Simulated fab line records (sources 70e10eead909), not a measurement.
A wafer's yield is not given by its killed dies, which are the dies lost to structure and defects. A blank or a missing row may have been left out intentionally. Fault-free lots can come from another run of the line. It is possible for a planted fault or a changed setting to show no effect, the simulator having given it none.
fab line records -- flow nandHarc
record: lots: 14, wafers: 42, lastDay: 24
route steps=1159 shown A_M1@1056 A_BONDPAD@1073
lots that met no fault: from a run of the same line without faults
startH: hours from the record's opening day to when the first of the lot's shown wafers began -- waitH: hours since the lot's step before -- " same as the row above -- L1.1+2: several wafers, shown together as one row -- - no value present, or no start provided -- * or withheld: withheld -- < > ~ a bound
route shown NAME@n: a module of which the file shows steps, and the number in the route of the first -- usual: mean/standard deviation of fault-free wafers -- same: alike in all rows -- chamber/n: place in a boat -- sites: each site's reading -- _std_site: the values' standard deviation -- _edge_site: outer sites' mean less inner sites' -- radiusMm: for every site, how far away it sits from the centre of the wafer -- mask NAME#n: copy n -- behind: tool/chamber where the wafer was last shaped -- hold: cause of the lot's hold/its duration in hours/its outcome -- device: transistor that didn't switch, given as n, p or np -- end of line: the same wafers' tests at the end of the route -- a step with no rows: only its recipe -- killed: the dies lost at the first sort to structure and to defects; this is not the yield of the wafer -- map: per-die view of a wafer (x killed, . not killed, _ where there is no die)
set.NAME: the setting as run; set.NAME@STEP: as run at that earlier step -- model.NAME: the simulator's own value behind a step, which no gauge read
steps of the route over a sample of lots; a table a step, a row a wafer
services: when a tool's chamber went out of use (startH, in hours from the record's first day, below 0 if earlier), for how many hours, and the reason
== steps ==
step: NHARC_A_M1_INSPECT_27
usual: rawDefectCount: 431/96
lot.wafer,tool,chamber,startH,waitH,rawDefectCount
L855.1,defectInspect-02,-,410.23,0.0,659
L855.3,defectInspect-02,-,410.23,0.0,602
L855.4,defectInspect-02,-,410.23,0.0,298
L853.1,defectInspect-02,-,418.63,0.0,365
L853.2,defectInspect-02,-,418.63,0.0,429
L853.6,defectInspect-02,-,418.63,0.0,284
L856.1,defectInspect-01,-,419.56,0.0,445
L856.3,defectInspect-01,-,419.56,0.0,404
L856.4,defectInspect-01,-,419.56,0.0,491
L851.1,defectInspect-01,-,430.05,0.0,350
L851.2,defectInspect-01,-,430.05,0.0,373
L851.5,defectInspect-01,-,430.05,0.0,545
L854.2,defectInspect-01,-,430.23,0.0,463
L854.3,defectInspect-01,-,430.23,0.0,347
L854.4,defectInspect-01,-,430.23,0.0,385
L857.3,defectInspect-01,-,437.74,0.0,307
L857.4,defectInspect-01,-,437.74,0.0,387
L857.6,defectInspect-01,-,437.74,0.0,329
L859.1,defectInspect-01,-,453.06,0.0,615
L859.2,defectInspect-01,-,453.06,0.0,495
L859.5,defectInspect-01,-,453.06,0.0,645
L861.1,defectInspect-01,-,457.00,0.0,322
L861.3,defectInspect-01,-,457.00,0.0,364
L861.4,defectInspect-01,-,457.00,0.0,296
L858.1,defectInspect-01,-,458.10,0.0,557
L858.2,defectInspect-01,-,458.10,0.0,353
L858.6,defectInspect-01,-,458.10,0.0,493
L866.2,defectInspect-02,-,470.78,0.0,562
L866.4,defectInspect-02,-,470.78,0.0,402
L866.6,defectInspect-02,-,470.78,0.0,642
L862.1,defectInspect-02,-,471.16,0.0,633
L862.2,defectInspect-02,-,471.16,0.0,619
L862.3,defectInspect-02,-,471.16,0.0,441
L864.2,defectInspect-01,-,487.56,0.0,294
L864.4,defectInspect-01,-,487.56,0.0,559
L864.5,defectInspect-01,-,487.56,0.0,361
L871.1,defectInspect-02,-,517.77,0.0,499
L871.2,defectInspect-02,-,517.77,0.0,490
L871.6,defectInspect-02,-,517.77,0.0,439
L872.1,defectInspect-02,-,534.02,0.0,331
L872.4,defectInspect-02,-,534.02,0.0,489
L872.6,defectInspect-02,-,534.02,0.0,343
step: NHARC_A_BONDPAD_OVL_MEAS_35
usual: overlayXNm: -1/6.7, overlayYNm: 0/5.8
lot.wafer,tool,chamber,startH,waitH,overlayXNm,overlayYNm
L855.1,overlay-02,-,412.24,-,-5,2
L855.3,overlay-02,-,412.24,-,-6,3
L855.4,overlay-02,-,412.24,-,-6,2
L853.1,overlay-01,-,420.62,-,-3,0
L853.2,overlay-01,-,420.62,-,-2,-1
L853.6,overlay-01,-,420.62,-,-2,-1
L856.1,overlay-01,-,421.46,-,-7,-14
L856.3,overlay-01,-,421.46,-,-7,-14
L856.4,overlay-01,-,421.46,-,-7,-13
L851.1,overlay-01,-,432.10,-,2,-7
L851.2,overlay-01,-,432.10,-,2,-7
L851.5,overlay-01,-,432.10,-,1,-7
L854.2,overlay-02,-,432.27,-,4,2
L854.3,overlay-02,-,432.27,-,5,2
L854.4,overlay-02,-,432.27,-,4,3
L857.3,overlay-02,-,439.75,-,-9,-4
L857.4,overlay-02,-,439.75,-,-9,-3
L857.6,overlay-02,-,439.75,-,-9,-3
L859.1,overlay-02,-,454.95,-,-10,6
L859.2,overlay-02,-,454.95,-,-10,6
L859.5,overlay-02,-,454.95,-,-10,6
L861.1,overlay-02,-,459.03,-,-3,-1
L861.3,overlay-02,-,459.03,-,-3,-1
L861.4,overlay-02,-,459.03,-,-2,-1
L858.1,overlay-01,-,460.56,-,6,-3
L858.2,overlay-01,-,460.56,-,6,-3
L858.6,overlay-01,-,460.56,-,6,-3
L866.2,overlay-01,-,472.79,-,0,10
L866.4,overlay-01,-,472.79,-,0,9
L866.6,overlay-01,-,472.79,-,0,9
L862.1,overlay-01,-,473.20,-,4,-1
L862.2,overlay-01,-,473.20,-,4,-1
L862.3,overlay-01,-,473.20,-,5,-1
L864.2,overlay-01,-,489.87,-,3,0
L864.4,overlay-01,-,489.87,-,3,1
L864.5,overlay-01,-,489.87,-,3,0
L871.1,overlay-02,-,519.68,-,-10,-6
L871.2,overlay-02,-,519.68,-,-10,-6
L871.6,overlay-02,-,519.68,-,-10,-6
L872.1,overlay-01,-,536.03,-,9,1
L872.4,overlay-01,-,536.03,-,8,1
L872.6,overlay-01,-,536.03,-,8,1
step: NHARC_A_BONDPAD_ETCH_12
recipe: targetDepthA: 2200, timeS: 110, chf3FlowSccm: 50, o2FlowSccm: 10, arFlowSccm: 200, rfW: 500, biasW: 200, chemistry: CHF3/O2
usual: drypumpMotorCurrentA: 5.8/0.51, oesProductAu: 0.945/0.023, rfFwdPowerW: 497.8/1.6, rfVppV: 370.6/2.8, showerheadPlenumPTorr: 2.40/0.12, throttleValvePct: 20.572/0.0081
lot.wafer,tool,chamber,startH,waitH,drypumpMotorCurrentA,oesProductAu,rfFwdPowerW,rfHoursCounterH,rfVppV,showerheadPlenumPTorr,throttleValvePct
L855.4,rieDiel-05,0,412.55,-,4.8,0.909,498.1,3,367.4,2.26,20.576
L855.1,rieDiel-05,1,412.55,-,5.8,0.913,497.8,2,371.9,2.47,20.590
L855.3,rieDiel-05,2,412.55,-,6.0,0.923,499.2,2,369.3,2.32,20.576
L853.2,rieDiel-05,0,420.92,-,4.8,0.968,497.8,3,367.1,2.26,20.576
L853.1,rieDiel-05,1,420.92,-,5.8,0.979,498.6,3,372.5,2.47,20.571
L853.6,rieDiel-05,1,420.92,-,5.8,0.975,497.6,-,372.7,2.47,20.590
L856.1,rieDiel-05,2,421.77,-,6.0,0.969,495.5,3,369.1,2.32,20.562
L856.3,rieDiel-05,3,421.77,-,6.4,0.978,498.3,3,374.0,2.56,20.567
L856.4,rieDiel-05,0,421.77,-,4.8,0.956,496.5,3,368.1,2.26,20.577
L851.1,rieDiel-05,1,432.44,-,5.8,0.965,501.6,3,371.8,2.47,20.584
L851.2,rieDiel-05,2,432.44,-,5.9,0.972,496.7,3,368.7,2.32,20.575
L851.5,rieDiel-05,2,432.44,-,5.9,0.960,497.0,-,368.7,2.32,20.560
L854.2,rieDiel-05,0,432.59,-,4.8,0.922,499.9,3,366.8,2.26,20.573
L854.3,rieDiel-05,1,432.59,-,5.8,0.919,496.8,3,371.5,2.47,20.562
L854.4,rieDiel-05,2,432.59,-,5.9,0.935,498.2,3,370.3,2.32,20.569
L857.4,rieDiel-05,0,440.06,-,4.8,0.919,499.0,4,366.5,2.26,20.568
L857.3,rieDiel-05,2,440.06,-,6.0,0.929,498.3,4,369.2,2.32,20.566
L857.6,rieDiel-05,3,440.06,-,6.4,0.932,497.4,-,375.5,2.56,20.562
L859.1,rieDiel-07,2,455.28,-,5.9,0.928,499.1,9,367.0,2.28,20.566
L859.2,rieDiel-07,0,455.28,-,6.0,0.936,498.1,8,371.2,2.43,20.571
L859.5,rieDiel-07,0,455.28,-,6.0,0.945,498.6,-,371.2,2.43,20.570
L861.4,rieDiel-05,1,459.33,-,5.8,0.916,496.7,4,372.1,2.47,20.554
L861.3,rieDiel-05,3,459.33,-,6.4,0.921,500.7,5,373.5,2.56,20.571
L861.1,rieDiel-05,0,459.33,-,4.8,0.913,499.3,4,369.4,2.26,20.578
L858.2,rieDiel-05,2,460.88,-,5.9,0.972,496.8,4,368.1,2.32,20.575
L858.1,rieDiel-05,3,460.88,-,6.4,0.960,496.5,5,374.1,2.56,20.570
L858.6,rieDiel-05,1,460.88,-,5.8,0.970,496.9,-,372.1,2.47,20.559
L866.4,rieDiel-05,2,473.10,-,5.9,0.720,299.8,5,368.0,2.32,20.575
L866.2,rieDiel-05,3,473.10,-,6.4,0.720,296.5,5,374.4,2.56,20.572
L866.6,rieDiel-05,2,473.10,-,5.9,0.721,297.6,-,369.3,2.32,20.578
L862.2,rieDiel-03,2,473.52,-,6.3,0.927,495.6,24,374.4,2.59,20.572
L862.3,rieDiel-03,3,473.52,-,6.2,0.923,495.1,32,368.8,2.36,20.584
L862.1,rieDiel-03,0,473.52,-,5.8,0.924,497.9,30,368.5,2.36,20.567
L864.4,rieDiel-05,1,490.18,-,5.8,0.704,297.2,6,372.0,2.47,20.560
L864.2,rieDiel-05,2,490.18,-,5.9,0.710,298.6,6,370.6,2.32,20.569
L864.5,rieDiel-05,1,490.18,-,5.8,0.698,297.7,-,373.2,2.47,20.583
L871.1,rieDiel-07,3,520.11,-,5.7,0.930,500.8,19,367.9,2.28,20.576
L871.2,rieDiel-07,1,520.11,-,5.6,0.946,498.7,20,372.9,2.55,20.575
L871.6,rieDiel-07,2,520.11,-,5.9,0.934,499.0,-,366.4,2.27,20.567
L872.1,rieDiel-07,1,536.36,-,5.7,0.926,498.4,24,375.6,2.55,20.574
L872.4,rieDiel-07,1,536.36,-,5.7,0.921,495.3,-,374.7,2.55,20.573
L872.6,rieDiel-07,3,536.36,-,5.7,0.919,495.1,-,367.6,2.27,20.562
step: NHARC_A_BONDPAD_ANNEAL_28
recipe: tempC: 225, timeS: 90
usual: wafer_temp_C_max: 226.5/0.32
lot.wafer,tool,chamber,startH,waitH,wafer_temp_C_max
L855.1,rtpAnneal-01,0,414.08,0.3,226.4
L855.3,rtpAnneal-01,0,414.08,0.3,226.6
L855.4,rtpAnneal-01,0,414.08,0.3,226.7
L853.1,rtpAnneal-01,0,422.43,0.3,226.7
L853.2,rtpAnneal-01,0,422.43,0.3,226.3
L853.6,rtpAnneal-01,0,422.43,0.3,226.2
L856.1,rtpAnneal-02,0,423.30,0.3,226.2
L856.3,rtpAnneal-02,0,423.30,0.3,226.6
L856.4,rtpAnneal-02,0,423.30,0.3,226.4
L851.1,rtpAnneal-01,0,433.95,0.3,226.9
L851.2,rtpAnneal-01,0,433.95,0.3,226.6
L851.5,rtpAnneal-01,0,433.95,0.3,226.6
L854.2,rtpAnneal-02,0,434.16,0.3,226.3
L854.3,rtpAnneal-02,0,434.16,0.3,226.3
L854.4,rtpAnneal-02,0,434.16,0.3,226.1
L857.3,rtpAnneal-02,0,441.85,0.3,226.0
L857.4,rtpAnneal-02,0,441.85,0.3,226.1
L857.6,rtpAnneal-02,0,441.85,0.3,226.0
L859.1,rtpAnneal-02,0,456.81,0.3,225.8
L859.2,rtpAnneal-02,0,456.81,0.3,226.2
L859.5,rtpAnneal-02,0,456.81,0.3,226.4
L861.1,rtpAnneal-01,0,460.91,0.3,226.7
L861.3,rtpAnneal-01,0,460.91,0.3,226.3
L861.4,rtpAnneal-01,0,460.91,0.3,226.7
L858.1,rtpAnneal-01,0,462.52,0.3,226.3
L858.2,rtpAnneal-01,0,462.52,0.3,226.6
L858.6,rtpAnneal-01,0,462.52,0.3,226.7
L866.2,rtpAnneal-01,0,474.68,0.4,226.5
L866.4,rtpAnneal-01,0,474.68,0.4,226.6
L866.6,rtpAnneal-01,0,474.68,0.4,225.9
L862.1,rtpAnneal-01,0,475.02,-,226.2
L862.2,rtpAnneal-01,0,475.02,-,226.4
L862.3,rtpAnneal-01,0,475.02,-,226.5
L864.2,rtpAnneal-01,0,491.78,0.4,226.6
L864.4,rtpAnneal-01,0,491.78,0.4,226.9
L864.5,rtpAnneal-01,0,491.78,0.4,226.5
L871.1,rtpAnneal-01,0,521.62,0.3,227.1
L871.2,rtpAnneal-01,0,521.62,0.3,227.1
L871.6,rtpAnneal-01,0,521.62,0.3,226.4
L872.1,rtpAnneal-01,0,538.37,0.3,226.8
L872.4,rtpAnneal-01,0,538.37,0.3,226.0
L872.6,rtpAnneal-01,0,538.37,0.3,226.3
== services ==
tool,chamber,startH,hours,kind
rieDiel-03,3,392.04,7.1,repair
rieDiel-03,-,392.31,9.0,pm
rieDiel-05,0,398.64,-,clean
rieDiel-05,1,398.64,-,clean
rieDiel-05,2,398.64,-,clean
rieDiel-05,3,398.64,-,clean
rieDiel-07,-,405.54,9.0,pm
rieDiel-05,0,423.19,-,clean
rieDiel-05,1,423.19,-,clean
rieDiel-05,2,423.19,-,clean
rieDiel-05,3,423.19,-,clean
rieDiel-07,1,443.78,15.8,repair
rieDiel-05,0,447.69,-,clean
rieDiel-05,1,447.69,-,clean
rieDiel-05,2,447.69,-,clean
rieDiel-05,3,447.69,-,clean
rieDiel-07,3,455.74,8.6,repair
rieDiel-03,2,456.52,8.6,repair
rieDiel-07,0,460.08,4.2,repair
rieDiel-05,0,472.19,-,clean
rieDiel-07,0,496.93,32.6,repair
rieDiel-05,-,517.60,9.0,pm
rieDiel-07,-,532.13,0.5,repair
rieDiel-07,2,533.45,4.9,repair
== key ==
firstSign: step: NHARC_A_BONDPAD_ETCH_12, reading: rfFwdPowerW, direction: down, sigmas: 99+, usual: *, struck: *
effect: step: NHARC_A_BONDPAD_ETCH_12, reading: oesProductAu, direction: down, sigmas: 10, usual: 0.945, struck: 0.712
metAt NHARC_A_BONDPAD_ETCH_12
struckLots L864,L866
laterRowsLeftOut L864.2,L864.4,L864.5,L866.2,L866.4,L866.6
sortLeftOut L864.2,L864.4,L864.5,L866.2,L866.4,L866.6
notActingAt NHARC_A_M1_INSPECT_27,NHARC_A_BONDPAD_OVL_MEAS_35,NHARC_A_BONDPAD_ANNEAL_28
onsetBetween 460.88 473.10
fault: kind: processParameterDrift, tool: rieDiel-05, chamber: -, onsetH: 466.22, steps: NHARC_A_BONDPAD_ETCH_12, channel: rfW, offset: *, shape: step, endH: 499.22, actsIn: *, stated: *
sortLeftOut: the simulated sort isn't trusted on such a fault, so these wafers' sort isn't shown, and their yield isn't known
laterRowsLeftOut: the simulator's readings of these wafers behind a module that went badly wrong aren't trusted and aren't shown, but for the sort
